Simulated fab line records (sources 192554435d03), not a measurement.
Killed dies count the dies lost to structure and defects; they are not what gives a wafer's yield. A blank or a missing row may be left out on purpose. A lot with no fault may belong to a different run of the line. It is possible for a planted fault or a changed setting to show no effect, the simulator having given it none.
One fault seen from 3 desks / flow n5 finfet / every desk sees just its own numbers, and what lay behind them comes last

## DESK OF THE TOOL OWNER: litho track-05
The tool's own readings at N5_BEOL_M13_PEB_26 (peb time 90 s): means of the sampled wafers that have a number, for each lot that ran on this tool. A lot is out of limits, marked OUT, if its mean lies more than 4 standard deviations from the usual mean; the brackets give that distance.
Columns: A = heater power total W at N5_BEOL_M13_PEB_26, usual 172.4 W
lot=L851; first seen here=day 12 19:48; A=172.8
lot=L860; first seen here=day 15 22:15; A=176.3 (+4.9) OUT
lot=L861; first seen here=day 16 08:50; A=175.6 (+4.1) OUT
lot=L865; first seen here=day 17 02:02; A=176.4 (+5.1) OUT
This desk's finding: out of limits on L860, L861, L865; first on L860, day 15 22:15 (heater power total W at N5_BEOL_M13_PEB_26). Within limits: L851.

## THE DEFECT DESK
Per lot, the means of the sampled wafers with a number show what the inspections along the route counted. A lot is out of limits, marked OUT, if its mean lies more than 4 standard deviations from the usual mean; the brackets give that distance.
Columns: A = raw defect count at N5_BEOL_M13_INSPECT_30, usual 2.1
lot=L850; first seen here=day 12 19:54; A=2.0
lot=L851; first seen here=day 12 19:58; A=2.0
lot=L860; first seen here=day 15 22:25; A=2.3
lot=L861; first seen here=day 16 09:01; A=3.0
lot=L865; first seen here=day 17 02:12; A=1.0
lot=L869; first seen here=day 18 03:19; A=2.0
lot=L868; first seen here=day 18 03:39; A=1.3
Result from this desk: across the 7 lots, nothing is out of limits.

## METROLOGY DESK
What the gauges read, lot by lot, whatever tool the lot ran on: means of the sampled wafers that have a number. A lot is out of limits, marked OUT, if its mean lies more than 4 standard deviations from the usual mean; the brackets give that distance.
Columns: A = cd nm at N5_BEOL_M13_CD_MEAS_17, usual 191.7 nm; B = cd nm at N5_BEOL_M13_CD_MEAS_28, usual 209.6 nm; C = M13_OVL at N5_BEOL_M13_OVL_MEAS_29, usual 2 nm
lot=L850; first seen here=day 12 19:24; A=191.6; B=209.1; C=-0
lot=L851; first seen here=day 12 19:35; A=191.5; B=210.7; C=2
lot=L860; first seen here=day 15 22:02; A=190.2; B=208.9; C=9
lot=L861; first seen here=day 16 08:38; A=191.8; B=208.3; C=4
lot=L865; first seen here=day 17 01:42; A=193.1; B=208.8; C=-1
lot=L869; first seen here=day 18 02:56; A=192.2; B=210.7; C=2
lot=L868; first seen here=day 18 03:08; A=194.2; B=208.8; C=4
Result from this desk: across the 7 lots, nothing is out of limits.

## TAKEN TOGETHER
At day 15 22:15, on L860, L861, L865, the tool owner's desk was in a position to raise an alarm.
Nothing out of limits was seen by the defect desk.
From the metrology desk's view, nothing was out of limits.
The defect desk has L860, L861, L865 on record, within its limits.
The metrology desk holds a record of L860, L861, L865, inside its limits.
The lots listed all ran N5_BEOL_M13_PEB_26 on litho track-05.

## WHAT HAD BEEN PUT IN BY THE SIMULATOR
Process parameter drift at N5_BEOL_M13_PEB_26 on litho track-05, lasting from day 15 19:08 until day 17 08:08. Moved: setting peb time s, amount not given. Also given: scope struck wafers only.
Shown lots that were struck: L860, L861, L865.
How many hours passed from the start of the fault until each desk's first out-of-limits reading: the tool owner's desk, 3.
